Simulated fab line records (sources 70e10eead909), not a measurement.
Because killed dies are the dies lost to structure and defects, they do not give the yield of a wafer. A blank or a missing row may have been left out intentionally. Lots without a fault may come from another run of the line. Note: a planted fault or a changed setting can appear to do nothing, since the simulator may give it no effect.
Matching of chambers    flow nand-harc    pecvd-03 running NHARC_A_STAIRCASE_DEP_156: 3 sister chambers
The step deposits SiNx, target thk 50 nm. 3 wafers are shown with their chamber, then 7 later ones without.

WAFERS PAIRED WITH THEIR CHAMBERS
wafer   chamber  heater-power-w (W)
L080.3  0        606
L087.1  1        798
L087.3  2        625

WAFERS WITH NO CHAMBER GIVEN
wafer   heater-power-w (W)
L087.6  632
L089.2  543
L089.5  539
L089.6  768
L090.2  548
L090.5  788
L090.6  598

WHICH CHAMBER EACH ONE RAN IN
wafer   from the rows above      in truth
L087.6  can't be placed: 2 or 0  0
L089.2  can't be placed: 0 or 2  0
L089.5  can't be placed: 0 or 2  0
L089.6  1                        1
L090.2  can't be placed: 0 or 2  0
L090.5  1                        1
L090.6  can't be placed: 0 or 2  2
Correct placement for 2 of the 7. Unplaceable from these rows: 5, with the true chamber sitting among the candidates in 5. Number placed wrongly: 0.
How it was worked out, from the rows above alone: a wafer's distance from a chamber is the root of the sum, over the readings, of the square of ((its reading less the chamber's mean) divided by the reading's scatter). If the next closest chamber is less than 2 further off than the closest, the wafer can't be placed; otherwise it belongs to the closest. The mean given for a chamber averages the wafers shown for that chamber. The scatter (one wafer shown for each chamber): square how far every hidden wafer sits from the nearest shown wafer, average those squares and take the square root.
